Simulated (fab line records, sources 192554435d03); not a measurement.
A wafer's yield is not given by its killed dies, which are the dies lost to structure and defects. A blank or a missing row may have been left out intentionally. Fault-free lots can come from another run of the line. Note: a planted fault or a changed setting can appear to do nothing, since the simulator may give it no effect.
Split-lot study + flow n5Finfet + 21 wafers read across 7 lots, on a route 1938 steps long

SPLIT DETAILS
At N5_BEOL_M2_DESCUM_33 (chemistry O2, time 7 s), the setting timeS was moved away from the recipe's 7 s on 10 of the 21 wafers read, by -19.6% to +21.5%. The other wafers ran this setting at the recipe's value.

Between the split and the reading, the file records no step.

THE READING
CAR-EUV_of_BEOL_M2_COAT_22.thkNm (the simulator's own value, which no gauge read), in nm, at N5_BEOL_M2_ETCH_77 (etches underlayer in N2/H2, target depth 6.5 nm, time 5.2 s). There is no usual value for it anywhere in the file. Average 20.3 nm, standard deviation 0.096 nm, over the 11 wafers here run with the recipe.

| wafer  | tool, chamber at the split | timeS as run, s | against the recipe | CAR-EUV_of_BEOL_M2_COAT_22.thkNm, nm | against lot-mates on the recipe |
|--------|----------------------------|-----------------|--------------------|--------------------------------------|---------------------------------|
| L074.2 | rieDiel-06, 0,1            | 5.627           | -19.6%             | 21.2                                 | +0.8                            |
| L074.3 | rieDiel-06, 0,1            | 5.627           | -19.6%             | 21                                   | +0.6                            |
| L074.5 | rieDiel-06, 0              | 7               | recipe             | 20.4                                 | -                               |
| L076.1 | rieDiel-04, 2,1            | 8.505           | +21.5%             | 19.6                                 | -0.8                            |
| L076.6 | rieDiel-04, 2,1            | 8.505           | +21.5%             | 19.6                                 | -0.8                            |
| L076.4 | rieDiel-04, 3              | 7               | recipe             | 20.4                                 | -                               |
| L077.1 | rieDiel-06, 2              | 7               | recipe             | 20.2                                 | -                               |
| L077.3 | rieDiel-06, 1,0            | 7               | recipe             | 20.2                                 | -                               |
| L077.5 | rieDiel-06, 1,0            | 7               | recipe             | 20.2                                 | -                               |
| L082.2 | rieDiel-05, 3,2            | 6.022           | -14.0%             | 20.8                                 | no lot-mate on the recipe       |
| L082.3 | rieDiel-05, 3,2            | 6.022           | -14.0%             | 20.8                                 | no lot-mate on the recipe       |
| L082.6 | rieDiel-05, 2              | 6.022           | -14.0%             | 21                                   | no lot-mate on the recipe       |
| L086.1 | rieDiel-04, 2,0            | 5.708           | -18.5%             | 21                                   | +0.6                            |
| L086.5 | rieDiel-04, 2,0            | 5.708           | -18.5%             | 21                                   | +0.6                            |
| L086.2 | rieDiel-04, 0              | 7               | recipe             | 20.4                                 | -                               |
| L091.1 | rieDiel-06, 3              | 7               | recipe             | 20.4                                 | -                               |
| L091.6 | rieDiel-06, 0,2            | 7               | recipe             | 20.4                                 | -                               |
| L091.2 | rieDiel-06, 0,2            | 7               | recipe             | 20.2                                 | -                               |
| L097.1 | rieDiel-05, 1              | 7               | recipe             | 20.4                                 | -                               |
| L097.5 | rieDiel-05, 1              | 7               | recipe             | 20.4                                 | -                               |
| L097.4 | rieDiel-05, 2              | 5.836           | -16.6%             | 21.2                                 | +0.8                            |
The file does not say which wafer passed through which chamber wherever a row lists several chambers: such a row stands for several wafers.

FIT RESULTS
A straight line over all 21 wafers: CAR-EUV_of_BEOL_M2_COAT_22.thkNm changes by -0.0375 nm for each +1% of timeS; r = -0.97; the points scatter about the line by 0.11 nm.
The same after taking each lot's own level away (the mean of its wafers on the recipe; 18 wafers): -0.0367 nm for each +1%; r = -0.99; scatter 0.077 nm.
Per that fit: largest timeS move, reading shift of 0.79 nm.
The span of the lots' own levels, 20.20 to 20.40 nm, comes to 2.1 times the standard deviation stated above.
Hence the lot-to-lot level has little effect on the slope; both slopes agree.
Check: -0.788 nm against its lot-mates is what the line predicts for one of the wafers moved furthest among these (+21.5%) when that wafer is left out of the fit. It came out at -0.8 nm against them.

ADDITIONAL SPLITS CARRIED BY THESE WAFERS
Before the reading, these wafers also passed through other splits. Each is held against what the fit with the lots' levels taken away leaves over:
| other split on the same wafers | wafers away from the commonest value | r with CAR-EUV_of_BEOL_M2_COAT_22.thkNm (lot level and that fit taken away) |
|--------------------------------|--------------------------------------|-----------------------------------------------------------------------------|
| N5_BEOL_M2_COAT_61 spinRpm     | 8                                    | -0.16                                                                       |

THE WHOLE CHAIN: every reading that the file lists as answering this split, in the file's order
| step                 | what it does                                                | reading                                                                           | change (the file's fit)                | r (the file's) |
|----------------------|-------------------------------------------------------------|-----------------------------------------------------------------------------------|----------------------------------------|----------------|
| N5_BEOL_M2_DESCUM_33 | chemistry O2, time 7 s                                      | CAR-EUV_of_BEOL_M2_COAT_22.thkNm (the simulator's own value, which no gauge read) | -0.0367 nm for each +1% of the setting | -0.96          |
| N5_BEOL_M2_ETCH_77   | etches underlayer in N2/H2, target depth 6.5 nm, time 5.2 s | CAR-EUV_of_BEOL_M2_COAT_22.thkNm (the simulator's own value, which no gauge read) | -0.0378 nm for each +1% of the setting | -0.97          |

THE FILE'S OWN FIT
CAR-EUV_of_BEOL_M2_COAT_22.thkNm changes by -0.0378 nm for each +1% of timeS, r = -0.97.
